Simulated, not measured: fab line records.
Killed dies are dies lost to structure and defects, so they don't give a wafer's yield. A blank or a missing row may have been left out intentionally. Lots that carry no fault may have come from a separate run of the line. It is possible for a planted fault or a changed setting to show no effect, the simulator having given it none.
fab line records	flow nand_harc
record: lots: 5	wafers: 15	last_day: 33
route steps=1302 shown A_M1@1172 A_BONDPAD@1202 END@1302
lots that met no fault: from a run of the same line without faults
start_h: the number of hours between the record's first day and the start of the first shown wafer of the lot	wait_h: how many hours have passed since the lot's step before this one	" as in the row above	L1.1+2: a row that stands for several wafers	- no value, or no start was given	* or withheld: withheld	< > ~ a bound
route shown NAME@n: a module of which the file shows steps, and the number in the route of the first	usual: the fault-free wafers' mean and standard deviation	same: alike in all rows	chamber/n: place in a boat	sites: readings site by site	_std_site: standard deviation across them	_edge_site: inner sites' mean taken away from outer sites' mean	radius_mm: for every site, how far away it sits from the centre of the wafer	mask NAME#n: copy n	behind: the tool/chamber that last shaped the wafer	hold: why the lot was held/for how many hours/how that ended	device: names the non-switching transistor (n, p or np)	end of line: the same wafers' tests at the end of the route	a step given without rows: its recipe and nothing more	killed: the dies lost at the first sort to structure and to defects; this is not the yield of the wafer	map: a wafer's dies, x killed, . not, _ none there
set.NAME: the setting the step ran with; set.NAME@STEP: the setting that earlier step ran with	model.NAME: the simulator's own value behind a step, which no gauge read
certain route steps with their lots: each step a table, each wafer a row
services: a tool's chamber out of use, with start hour (start_h, from the record's first day; less than 0 if before it), hours out, and reason
== steps ==
step: NHARC_A_M1_COAT_34
recipe: temp_c: 200	time_s: 65
step: NHARC_A_M1_COAT_03
recipe: spin_rpm: 1500	resist_thk_nm: 90
step: NHARC_A_M1_SOFTBAKE_04
recipe: temp_c: 105	time_s: 55
step: NHARC_A_M1_EBR_05
step: NHARC_A_M1_EXPOSE_06
recipe: na: 1.35	target_cd_nm: 120	dose_mj: 75.13	mask_id: A_M1
step: NHARC_A_M1_PEB_07
recipe: peb_temp_c: 100	peb_time_s: 65
step: NHARC_A_M1_DEVELOP_08
recipe: develop_time_s: 35	dev_temp_c: 23
step: NHARC_A_M1_CD_MEAS_09
recipe: target_cd_nm: 120	landing_energy_ev: 500
usual: cd_nm: 120.2/0.9
lot.wafer	tool	chamber	start_h	wait_h	cd_nm
L997.1	cd_sem-03	0	557.04	-	119.7
L997.3	"	0	"	"	121.3
L997.4	"	0	"	"	118.7
L106.3	cd_sem-02	0	643.63	-	119.4
L106.4	"	0	"	"	119.9
L106.6	"	0	"	"	119.7
L108.4	cd_sem-02	0	658.99	-	119.9
L108.5	"	0	"	"	119.9
L108.6	"	0	"	"	120.0
L111.1	cd_sem-01	0	702.61	-	119.7
L111.3	"	0	"	"	121.2
L111.4	"	0	"	"	121.0
L116.1	cd_sem-01	0	743.01	-	119.8
L116.2	"	0	"	"	120.9
L116.5	"	0	"	"	121.0
step: NHARC_A_M1_OVL_MEAS_10
recipe: pitch_nm: 240
usual: overlay_x_nm: 0.1/0.84	overlay_y_nm: 0.2/0.85
lot.wafer	tool	chamber	start_h	wait_h	overlay_x_nm	overlay_y_nm
L997.1	overlay-02	-	557.13	-	1.0	0.1
L997.3	"	-	"	"	1.1	-0.3
L997.4	"	-	"	"	0.8	-0.5
L106.3	overlay-02	-	643.73	-	-1.1	1.1
L106.4	"	-	"	"	-1.3	1.1
L106.6	"	-	"	"	-0.6	1.3
L108.4	overlay-02	-	659.07	-	1.7	0.0
L108.5	"	-	"	"	1.6	0.0
L108.6	"	-	"	"	1.5	-0.3
L111.1	overlay-01	-	702.70	-	0.3	-1.9
L111.3	"	-	"	"	-0.7	-1.6
L111.4	"	-	"	"	-0.4	-1.6
L116.1	overlay-02	-	743.10	-	0.2	1.3
L116.2	"	-	"	"	-0.3	0.4
L116.5	"	-	"	"	-0.4	0.1
step: NHARC_A_M1_INSPECT_11
usual: raw_defect_count: 83/39
lot.wafer	tool	chamber	start_h	wait_h	raw_defect_count
L997.1	defect_inspect-01	-	557.16	0.0	68
L997.3	"	-	"	"	63
L997.4	"	-	"	"	66
L106.3	defect_inspect-02	-	643.77	0.0	73
L106.4	"	-	"	"	70
L106.6	"	-	"	"	80
L108.4	defect_inspect-01	-	659.11	0.0	131
L108.5	"	-	"	"	133
L108.6	"	-	"	"	107
L111.1	defect_inspect-01	-	702.73	0.0	163
L111.3	"	-	"	"	171
L111.4	"	-	"	"	177
L116.1	defect_inspect-01	-	743.14	0.0	68
L116.2	"	-	"	"	48
L116.5	"	-	"	"	71
step: NHARC_A_M1_DESCUM_14
recipe: time_s: 3	o2_flow_sccm: 200	ar_flow_sccm: 0	bias_power_w: 0	chemistry: O2
usual: chamber_pressure_mTorr: 60.00/0.049	drypump_motor_current_A: 5.70/0.14	oes_product_au: 1.001/0.015	rf_vpp_V: 57.7/0.88	showerhead_plenum_p_Torr: 1.89/0.077	throttle_valve_pct: 11.311/0.0097
same: time_s: 3
lot.wafer	tool	chamber	start_h	wait_h	chamber_pressure_mTorr	drypump_motor_current_A	oes_product_au	rf_hours_counter_h	rf_vpp_V	showerhead_plenum_p_Torr	throttle_valve_pct
L997.3	rie_diel-08	3	557.26	0.1	59.97	5.91	0.982	0	58.9	1.92	11.308
L997.1	"	1	"	"	59.93	5.64	1.015	0	56.8	1.90	11.301
L997.4	"	3	"	"	60.11	5.88	0.981	-	60.0	1.92	11.331
L106.3	rie_diel-06	1	643.85	0.1	59.97	5.62	0.994	4	58.3	1.78	11.303
L106.6	"	2	"	"	59.98	5.86	1.009	-	56.1	1.86	11.313
L106.4	"	3	"	"	60.05	5.55	1.019	-	58.5	2.04	11.299
L108.4	rie_diel-06	3	659.18	0.1	60.00	5.61	1.018	5	57.6	2.04	11.307
L108.6	"	1	"	"	59.99	5.63	0.985	-	57.8	1.78	11.321
L108.5	"	2	"	"	60.05	5.84	0.998	-	56.9	1.86	11.320
L111.4	rie_diel-08	0	702.80	0.1	59.98	5.76	0.989	7	56.0	1.86	11.309
L111.1	"	1	"	"	60.11	5.70	0.999	9	58.7	1.90	11.302
L111.3	"	2	"	"	59.97	5.60	1.000	10	57.5	1.90	11.311
L116.1	rie_diel-06	1	743.21	0.1	60.07	5.62	1.009	2	58.1	1.78	11.294
L116.2	"	2	"	"	60.08	5.86	0.996	2	58.7	1.86	11.312
L116.5	"	0	"	"	60.01	5.54	1.000	-	56.7	1.80	11.316
step: NHARC_A_M1_ETCH_35
recipe: target_depth_a: 400	overetch_a: 120	time_s: 43.94	ion_energy_ev: 200	n2_flow_sccm: 150	h2_flow_sccm: 150	ar_flow_sccm: 0	rf_w: 400	bias_w: 150	chemistry: N2/H2
usual: chamber_pressure_mTorr: 30.001/0.025	drypump_motor_current_A: 5.70/0.14	n2_flow_sccm: 150.0/0.44	oes_product_au: 0.999/0.016	rf_vpp_V: 429.6/2.5	showerhead_plenum_p_Torr: 2.01/0.085	throttle_valve_pct: 14.170/0.0075
same: time_s: 43.94
lot.wafer	tool	chamber	start_h	wait_h	chamber_pressure_mTorr	drypump_motor_current_A	n2_flow_sccm	oes_product_au	rf_hours_counter_h	rf_vpp_V	showerhead_plenum_p_Torr	throttle_valve_pct
L997.3	rie_diel-08	2	557.35	0.1	30.006	5.60	150.0	1.001	0	430.0	2.03	14.166
L997.1	"	3	"	"	30.019	5.89	149.2	0.986	0	430.0	2.04	14.168
L997.4	"	1	"	"	29.992	5.71	149.9	1.016	-	430.8	2.03	14.183
L106.3	rie_diel-06	1	643.93	0.1	30.016	5.60	149.7	0.995	4	425.6	1.89	14.180
L106.4	"	2	"	"	29.992	5.87	150.0	0.998	-	429.3	1.98	14.172
L106.6	"	3	"	"	30.003	5.56	150.0	1.023	-	434.9	2.18	14.166
L108.4	rie_diel-06	1	659.26	0.1	30.027	5.64	150.5	0.986	5	426.0	1.89	14.173
L108.6	"	3	"	"	30.004	5.58	149.9	1.030	-	434.2	2.18	14.186
L108.5	"	0	"	"	29.985	5.54	150.3	1.015	-	428.0	1.92	14.179
L111.1	rie_diel-08	1	702.88	0.1	30.020	5.67	149.9	1.002	9	429.9	2.02	14.163
L111.4	"	3	"	"	29.999	5.90	149.5	0.986	9	430.9	2.04	14.178
L111.3	"	0	"	"	30.005	5.84	150.2	0.983	7	428.4	1.98	14.168
L116.2	rie_diel-06	1	743.75	0.5	29.962	5.61	149.4	0.997	2	427.4	1.89	14.164
L116.1	"	2	"	"	29.988	5.85	149.5	0.988	2	429.1	1.98	14.181
L116.5	"	1	"	"	30.019	5.61	150.0	0.992	-	425.5	1.89	14.180
step: NHARC_A_M1_ETCH_15
recipe: target_depth_a: 1825	time_s: 91.2	c4f8_flow_sccm: withheld	ar_flow_sccm: 400	rf_w: 600	bias_w: 300	chemistry: C4F8/Ar
usual: chamber_pressure_mTorr: 25.001/0.022	oes_product_au: 0.953/0.026	rf_vpp_V: 439.9/2.6
same: time_s: 91.2
lot.wafer	tool	chamber	start_h	wait_h	chamber_pressure_mTorr	oes_product_au	rf_hours_counter_h	rf_vpp_V
L997.1	rie_diel-08	1	557.45	-	24.999	0.974	0	441.4
L997.3	"	3	"	"	25.007	0.944	0	441.5
L997.4	"	2	"	"	24.995	0.954	-	439.2
L106.3	rie_diel-06	3	644.05	-	25.001	0.995	5	445.9
L106.6	"	2	"	"	24.975	0.963	-	439.9
L106.4	"	3	"	"	25.017	0.983	-	445.3
L108.4	rie_diel-06	0	659.35	-	24.994	0.974	4	436.4
L108.5	"	3	"	"	25.019	1.011	-	444.6
L108.6	"	0	"	"	24.958	0.975	-	436.7
L111.3	rie_diel-08	0	702.98	-	25.012	0.916	7	440.5
L111.4	"	1	"	"	25.008	0.929	10	441.3
L111.1	"	2	"	"	24.991	0.911	10	441.7
L116.1	rie_diel-06	2	743.84	-	25.005	0.930	2	440.0
L116.2	"	3	"	"	24.998	0.925	2	444.7
L116.5	"	1	"	"	25.004	0.926	-	436.9
step: NHARC_A_M1_CD_MEAS_16
usual: cd_nm: 120.3/1.1
lot.wafer	tool	chamber	start_h	wait_h	cd_nm
L997.1	cd_sem-02	-	557.60	-	119.2
L997.3	"	-	"	"	120.5
L997.4	"	-	"	"	119.0
L106.3	cd_sem-03	-	644.18	-	119.9
L106.4	"	-	"	"	120.5
L106.6	"	-	"	"	118.7
L108.4	cd_sem-01	-	659.48	-	119.4
L108.5	"	-	"	"	119.4
L108.6	"	-	"	"	119.8
L111.1	cd_sem-03	-	703.10	-	119.8
L111.3	"	-	"	"	121.8
L111.4	"	-	"	"	121.5
L116.1	cd_sem-03	-	743.97	-	120.4
L116.2	"	-	"	"	120.6
L116.5	"	-	"	"	120.4
step: NHARC_A_M1_STRIP_18
recipe: power_w: 1000	n2_flow_sccm: 150	h2_flow_sccm: 150	ar_flow_sccm: 0	bias_w: 0	chemistry: N2/H2
usual: chamber_pressure_mTorr: 29.999/0.026	drypump_motor_current_A: 5.82/0.21	n2_flow_sccm: 150.0/0.48	oes_product_au: 1.002/0.013	rf_vpp_V: 90.7/0.88	showerhead_plenum_p_Torr: 2.03/0.096	throttle_valve_pct: 14.171/0.0098
lot.wafer	tool	chamber	start_h	wait_h	chamber_pressure_mTorr	drypump_motor_current_A	n2_flow_sccm	oes_product_au	rf_hours_counter_h	rf_vpp_V	showerhead_plenum_p_Torr	throttle_valve_pct
L997.3	rie_diel-10	2	557.67	0.1	29.983	5.73	150.0	0.996	6.0	89.7	1.98	14.161
L997.1	"	3	"	"	30.058	6.23	149.2	1.009	6.1	89.7	2.08	14.168
L997.4	"	1	"	"	29.950	5.95	150.0	1.007	6.1	91.6	1.97	14.174
L106.4	rie_diel-10	3	644.25	0.1	29.981	6.21	149.9	1.038	3.5	90.9	2.08	14.164
L106.3	"	2	"	"	29.981	5.75	150.1	1.001	3.4	91.0	1.98	14.184
L106.6	"	0	"	"	29.980	5.98	150.1	1.001	-	91.5	2.18	14.187
L108.4	rie_diel-08	2	659.57	0.1	29.996	5.58	148.4	0.984	9.0	91.7	2.03	14.173
L108.5	"	1	"	"	29.986	5.67	149.6	0.988	-	92.2	2.02	14.174
L108.6	"	2	"	"	29.954	5.60	149.6	0.987	-	89.7	2.03	14.188
L111.1	rie_diel-06	2	703.19	0.1	30.035	5.86	149.8	0.996	0.9	90.9	1.98	14.162
L111.3	"	0	"	"	29.987	5.53	150.7	0.987	1.0	89.4	1.92	14.180
L111.4	"	3	"	"	30.001	5.55	149.5	1.003	-	92.1	2.18	14.169
L116.2	rie_diel-10	3	744.04	0.1	29.968	6.23	149.7	0.996	8.7	91.3	2.08	14.179
L116.1	"	0	"	"	30.020	5.95	150.4	0.989	8.1	91.6	2.18	14.182
L116.5	"	0	"	"	29.976	5.93	150.3	0.991	-	90.3	2.18	14.167
step: NHARC_A_M1_ETCH_28
recipe: target_depth_a: 300	over_etch_frac: 0.3	time_s: 72.99	ion_energy_ev: 150	cf4_flow_sccm: 50	n2_flow_sccm: 100	ar_flow_sccm: 150	rf_w: 300	bias_w: 100	chemistry: CF4/N2
step: NHARC_A_M1_STRIP_19
recipe: time_s: 600	temp_c: 30	chemistry: post_etch_residue_remover
step: NHARC_A_M1_DEGAS_29
recipe: temp_c: 250	time_s: 60
step: NHARC_A_M1_PRE_CLEAN_30
recipe: time_s: 30	temp_c: 280	gas: H2/He
step: NHARC_A_M1_PVD_20
recipe: target_thk_a: 50	bias_v: 168.6	power_w: 15000	chamber_pressure_pa: 0.12	time_s: 8.06	substrate_temp_c: 50	material: TaN
step: NHARC_A_M1_PVD_21
recipe: target_thk_a: 300	chamber_pressure_pa: 5	power_w: 5000	substrate_temp_c: 30	time_s: 20.49	material: Cu
step: NHARC_A_M1_ECD_22
recipe: target_thk_a: 4000	bath_temp_c: 25	material: Cu
step: NHARC_A_M1_ANNEAL_31
recipe: temp_c: 225	time_s: 90
usual: wafer_temp_C_max: 225.89/0.26
same: time_s: 90
lot.wafer	tool	chamber	start_h	wait_h	wafer_temp_C_max
L997.1	rtp_anneal-02	0	559.05	0.3	225.72
L997.3	"	0	"	"	225.57
L997.4	"	0	"	"	225.97
L106.3	rtp_anneal-01	0	645.73	-	226.30
L106.4	"	0	"	"	226.17
L106.6	"	0	"	"	225.99
L108.4	rtp_anneal-01	0	661.08	-	226.16
L108.5	"	0	"	"	225.96
L108.6	"	0	"	"	226.03
L111.1	rtp_anneal-02	0	704.65	0.3	225.77
L111.3	"	0	"	"	225.61
L111.4	"	0	"	"	225.86
L116.1	rtp_anneal-01	0	745.84	-	226.11
L116.2	"	0	"	"	225.71
L116.5	"	0	"	"	226.18
step: NHARC_A_M1_CMP_23
recipe: t_overpolish_s: 20	target_thk_nm: 154.34
step: NHARC_A_M1_THK_MEAS_24
recipe: thk_meas_gauge: xrf
usual: thk_nm: 154.0/1.6
lot.wafer	tool	chamber	start_h	wait_h	thk_nm
L997.1	film_metro-02	-	559.70	-	153.1
L997.3	"	-	"	"	156.4
L997.4	"	-	"	"	153.8
L106.3	film_metro-02	-	646.28	-	153.3
L106.4	"	-	"	"	157.0
L106.6	"	-	"	"	154.5
L108.4	film_metro-01	-	661.59	-	152.7
L108.5	"	-	"	"	153.3
L108.6	"	-	"	"	156.2
L111.1	film_metro-02	-	705.31	-	152.5
L111.3	"	-	"	"	152.7
L111.4	"	-	"	"	154.5
L116.1	film_metro-02	-	746.82	-	152.8
L116.2	"	-	"	"	152.1
L116.5	"	-	"	"	153.2
step: NHARC_A_M1_SRD_25
step: NHARC_A_M1_PRE_CLEAN_32
recipe: time_s: 12	temp_c: 370	rf_power_w: 300	gas: NH3
usual: heater_power_w: 633/67
same: time_s: 12
lot.wafer	tool	chamber	start_h	wait_h	heater_power_w
L997.1	pecvd-02	1	559.94	0.1	607
L997.3	"	2	"	"	559
L997.4	"	1	"	"	637
L106.3	pecvd-01	1	646.55	0.1	620
L106.4	"	0	"	"	741
L106.6	"	1	"	"	639
L108.4	pecvd-01	0	661.87	0.1	607
L108.6	"	1	"	"	631
L108.5	"	0	"	"	609
L111.1	pecvd-01	2	705.53	0.1	687
L111.3	"	0	"	"	700
L111.4	"	2	"	"	669
L116.1	pecvd-01	2	747.04	0.1	656
L116.2	"	0	"	"	636
L116.5	"	0	"	"	643
step: NHARC_A_M1_DEP_33
recipe: target_thk_a: 300	temp_c: 370	target_thk_nm: 30	pressure_torr: 3	flow_sccm: 200	rf_w: 450	material: SiCN
step: NHARC_A_BONDPAD_DEP_00
recipe: target_thk_a: 2500	temp_c: 370	target_thk_nm: 250	pressure_torr: 3	flow_sccm: 200	rf_w: 450	material: SiCN
step: NHARC_A_BONDPAD_CMP_29
recipe: target_thk_nm: 200	material: SiCN
step: NHARC_A_BONDPAD_THK_MEAS_30
recipe: thk_meas_gauge: ellipsometry
usual: thk_nm: 199.5/1.6
lot.wafer	tool	chamber	start_h	wait_h	thk_nm
L997.1	film_metro-02	-	561.21	0.2	199.6
L997.3	"	-	"	"	198.4
L997.4	"	-	"	"	201.3
L106.3	film_metro-01	-	648.11	0.2	199.2
L106.4	"	-	"	"	197.8
L106.6	"	-	"	"	199.3
L108.4	film_metro-01	-	663.27	0.2	194.4
L108.5	"	-	"	"	195.6
L108.6	"	-	"	"	198.7
L111.1	film_metro-02	-	706.82	0.2	199.3
L111.3	"	-	"	"	195.6
L111.4	"	-	"	"	198.6
L116.1	film_metro-02	-	748.33	0.2	199.3
L116.2	"	-	"	"	201.1
L116.5	"	-	"	"	198.1
step: NHARC_A_BONDPAD_SRD_31
step: NHARC_A_BONDPAD_DEHYDRATE_01
recipe: temp_c: 150	time_s: 120
step: NHARC_A_BONDPAD_HMDS_02
recipe: time_s: 30
step: NHARC_A_BONDPAD_COAT_33
recipe: temp_c: 200	time_s: 65
step: NHARC_A_BONDPAD_COAT_03
recipe: spin_rpm: 2000	resist_thk_nm: 600
step: NHARC_A_BONDPAD_SOFTBAKE_04
recipe: temp_c: 125	time_s: 70
step: NHARC_A_BONDPAD_EBR_05
step: NHARC_A_BONDPAD_EXPOSE_06
recipe: na: 0.55	dose_mj: 36.99	mask_id: A_BPAD
step: NHARC_A_BONDPAD_PEB_07
recipe: peb_temp_c: 128	peb_time_s: 80
step: NHARC_END_SORT_01
recipe: temp_c: 25
usual: defect_limited_yield: 91/3	killed_at_array: 56/20	killed_at_other: 0.9/1.1	killed_at_periphery: 3.7/3	killed_dies: 61/21	killed_open: 2.9/1.6	killed_short: 2.6/1.4
same: gross_dies: 677
lot.wafer	tool	chamber	start_h	wait_h	defect_limited_yield[%]	killed_at_array	killed_at_other	killed_at_periphery	killed_dies	killed_open	killed_short
L997.1	prober-02	0	596.27	2.5	93	41	3	2	46	1	3
L997.3	prober-02	0	597.85	3.1	94	38	1	3	42	1	2
L997.4	prober-02	0	598.64	3.4	91	54	4	4	62	2	6
L106.3	prober-02	0	680.30	3.1	95	30	1	2	33	3	0
L106.4	prober-02	0	681.10	3.4	91	56	1	4	61	3	3
L106.6	prober-02	0	682.71	4.0	93	42	0	5	47	4	3
L108.4	prober-01	0	696.75	3.4	85	90	2	10	102	3	6
L108.5	prober-01	0	697.55	3.7	90	64	0	6	70	6	2
L108.6	prober-01	0	698.35	4.0	88	73	0	7	80	4	3
L111.1	prober-01	0	737.27	2.5	75	166	0	2	168	2	2
L116.1	prober-02	0	780.76	2.5	93	48	0	0	48	1	1
L116.2	prober-02	0	781.56	2.8	94	31	3	4	38	4	2
L116.5	prober-02	0	783.97	3.7	92	47	2	3	52	4	3
killed by level:class
L997.1 A_CHANNEL_HOLE_D1:chamber_film_flake=22 A_CHANNEL_HOLE_D2:chamber_film_flake=6 A_CONTACT:chamber_film_flake=5 THIN_TSV:chamber_film_flake=3 A_ONON_D1:geometric_particle:short=2 P_ZERO_WELL:chamber_film_flake=2 A_CHANNEL_FILL_D2:chamber_film_flake=2 A_ONON_D1:geometric_particle:open=1
L997.3 A_CHANNEL_HOLE_D1:chamber_film_flake=18 A_CHANNEL_HOLE_D2:chamber_film_flake=8 A_CONTACT:chamber_film_flake=4 A_M1:chamber_film_flake=4 P_GATE:geometric_particle:short=1 A_DECK1_JOINT:geometric_particle:short=1 A_M0:geometric_particle:open=1 P_ZERO_WELL:chamber_film_flake=1
L997.4 A_CHANNEL_HOLE_D1:chamber_film_flake=31 A_CHANNEL_HOLE_D2:chamber_film_flake=9 THIN_TSV:chamber_film_flake=4 P_M2:chamber_film_flake=2 A_WL_FILL:chamber_film_flake=2 A_CONTACT:chamber_film_flake=2 P_GATE:geometric_particle:short=1 A_ONON_D1:geometric_particle:open=1
L106.3 A_CHANNEL_HOLE_D1:chamber_film_flake=22 A_STAIRCASE:chamber_film_flake=3 A_CHANNEL_FILL_D1:chamber_film_flake=2 P_GATE:geometric_particle:open=1 A_CHANNEL_FILL_D1:geometric_particle:open=1 A_M0:geometric_particle:open=1 P_M2:chamber_film_flake=1 A_CHANNEL_FILL_D2:chamber_film_flake=1
L106.4 A_CHANNEL_HOLE_D1:chamber_film_flake=38 A_CHANNEL_FILL_D2:chamber_film_flake=4 A_SLIT:chamber_film_flake=3 P_ZERO_WELL:chamber_film_flake=2 A_STAIRCASE:chamber_film_flake=2 P_GATE:geometric_particle:open=1 A_ONON_D1:geometric_particle:short=1 A_CHANNEL_FILL_D1:geometric_particle:open=1
L106.6 A_CHANNEL_HOLE_D1:chamber_film_flake=27 A_CHANNEL_FILL_D1:chamber_film_flake=3 P_M2:chamber_film_flake=2 A_STAIRCASE:chamber_film_flake=2 A_WL_FILL:chamber_film_flake=2 P_GATE:geometric_particle:open=1 P_CONTACT:geometric_particle:open=1 A_CHANNEL_FILL_D1:geometric_particle:short=1
L108.4 A_CHANNEL_HOLE_D1:chamber_film_flake=34 A_SLIT:chamber_film_flake=33 P_GATE:chamber_film_flake=7 A_DECK1_JOINT:chamber_film_flake=4 A_WL_FILL:chamber_film_flake=4 A_CONTACT:chamber_film_flake=4 A_WL_FILL:geometric_particle:short=2 A_CHANNEL_FILL_D2:chamber_film_flake=2
L108.5 A_SLIT:chamber_film_flake=32 A_CHANNEL_HOLE_D1:chamber_film_flake=14 A_STAIRCASE:chamber_film_flake=4 P_GATE:chamber_film_flake=3 A_WL_FILL:chamber_film_flake=3 A_BLC:geometric_particle:open=2 A_CHANNEL_FILL_D2:chamber_film_flake=2 A_CONTACT:chamber_film_flake=2
L108.6 A_SLIT:chamber_film_flake=27 A_CHANNEL_HOLE_D1:chamber_film_flake=27 P_GATE:chamber_film_flake=5 A_STAIRCASE:chamber_film_flake=4 A_ONON_D2:geometric_particle:short=2 A_CHANNEL_HOLE_D2:chamber_film_flake=2 A_WL_FILL:chamber_film_flake=2 A_CONTACT:chamber_film_flake=2
L111.1 A_M1:unspecified=76 A_SLIT:chamber_film_flake=28 A_CHANNEL_HOLE_D2:chamber_film_flake=22 A_CHANNEL_HOLE_D1:chamber_film_flake=16 A_CONTACT:chamber_film_flake=8 A_SGD_CUT:chamber_film_flake=7 A_STAIRCASE:chamber_film_flake=6 P_M2:geometric_particle:open=1
L116.1 A_CHANNEL_HOLE_D2:chamber_film_flake=33 A_SLIT:chamber_film_flake=7 A_ZERO_WELL:chamber_film_flake=2 A_SGD_CUT:chamber_film_flake=2 A_WL_FILL:geometric_particle:short=1 A_BLC:geometric_particle:open=1 A_DECK1_JOINT:chamber_film_flake=1 A_CONTACT:chamber_film_flake=1
L116.2 A_CHANNEL_HOLE_D2:chamber_film_flake=22 A_SLIT:chamber_film_flake=3 STARTING-WAFER:geometric_particle:open=2 A_ZERO_WELL:chamber_film_flake=2 P_M0:geometric_particle:open=1 A_ONON_D1:geometric_particle:short=1 A_CONTACT:geometric_particle:open=1 P_STI:chamber_film_flake=1
L116.5 A_CHANNEL_HOLE_D2:chamber_film_flake=32 A_CHANNEL_HOLE_D1:chamber_film_flake=4 A_SLIT:chamber_film_flake=3 A_WL_FILL:geometric_particle:short=2 THIN_TSV:chamber_film_flake=2 P_M1:geometric_particle:open=1 A_SOURCE_PLATE:geometric_particle:open=1 A_CHANNEL_FILL_D1:geometric_particle:open=1
map L111.1 (x killed, . not)
____________.____________
_________......._________
_______..........._______
______x............______
_____.x...x........x_____
____xx....x..........____
____xxx...xx.x.......____
___xxxxxxx....x....x..___
___xxxxxxxx.x.......x.___
__xxxxxxx.xxxxx........__
__xxxxxxxxxxxxx..x.....__
_xxxxxxx.x..xxx........._
_xxxxxxx.xxxxxx........._
_xxxxxxx.xxxxxx..xx....._
_xxxxxx...xxxxxx..x....._
_.xxxxxxx.x..x.........._
.x.xxx.....xx............
x....x.x...x.x...........
....x....................
.........................
........x..x.............
_..x...................._
_.x....................._
_.x.x......x.x.........._
_.............x........._
_...........x..........._
__..............x......__
__.........x..x........__
___...................___
___...x..........x....___
____.............x.x.____
____.........xxx.x...____
_____..........xxx.._____
______..x.....xxxxx______
_______.....x..xxx_______
_________..xx..x_________
____________.____________
map L997.4 (x killed, . not)
____________.____________
_________......._________
_______..........._______
______.............______
_____.........x....._____
____.................____
____..x..............____
___x....x.............___
___.x..x..............___
__.xxxx...x............__
__.xxxx................__
_xxxxxxxx............x.._
_...xxxx..xx............_
_..xxx..............x..._
_....xx.....x..........._
_..x.x...x.............._
......x..................
.........................
...............x.x.......
..........x..............
.........................
_......................._
_.....................x._
_......x................_
_............x.........._
_......x................_
__...............xx....__
__................x....__
___.......x....xx.....___
___...x.......x...x...___
____...........x...x.____
____...........x.....____
_____.........x....._____
______.............______
_______.......x..._______
_________......._________
____________.____________
== services ==
tool	chamber	start_h	hours	kind
rie_diel-10	3	535.15	4.3	repair
rie_diel-06	0	542.20	-	clean
rie_diel-08	-	545.10	9.0	pm
pecvd-02	1	564.06	4.1	repair
pecvd-01	2	568.56	2.2	repair
rie_diel-10	3	571.54	5.5	repair
pecvd-02	-	589.09	13.0	pm
rie_diel-10	-	596.60	9.0	pm
rie_diel-06	0	615.10	34.5	repair
rie_diel-10	1	627.23	7.4	repair
pecvd-01	2	639.68	22.6	repair
pecvd-02	2	648.22	16.2	repair
pecvd-02	0	660.28	15.2	repair
rie_diel-06	-	661.20	9.0	pm
pecvd-01	-	673.12	13.0	pm
rie_diel-08	2	687.79	6.7	repair
rie_diel-10	1	696.15	6.3	repair
rie_diel-06	1	697.62	11.9	repair
rie_diel-08	-	722.10	9.0	pm
rie_diel-10	-	722.59	3.4	repair
rie_diel-06	-	728.58	0.2	repair
pecvd-02	2	740.84	12.4	repair
rtp_anneal-02	-	744.40	12.0	pm
rie_diel-08	2	745.33	12.7	repair
== key ==
first_sign: step: NHARC_END_SORT_01	reading: killed_at_array	direction: up	sigmas: 5.4	usual: 56	struck: 166
effect: step: NHARC_END_SORT_01	reading: defect_limited_yield	direction: down	sigmas: 5.2	usual: 91	struck: 75
more_kills_born_at: NHARC_A_M1_ETCH_15@rie_diel-08: 76
met_at NHARC_A_M1_ETCH_15
struck_wafers L111.1
onset_between 557.45 702.98
fault: kind: chamber_particle_source	tool: rie_diel-08	chamber: 2	onset_h: 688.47	steps: NHARC_A_M1_ETCH_15	rate_per_visit_cm2: 1.8801	end_h: 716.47
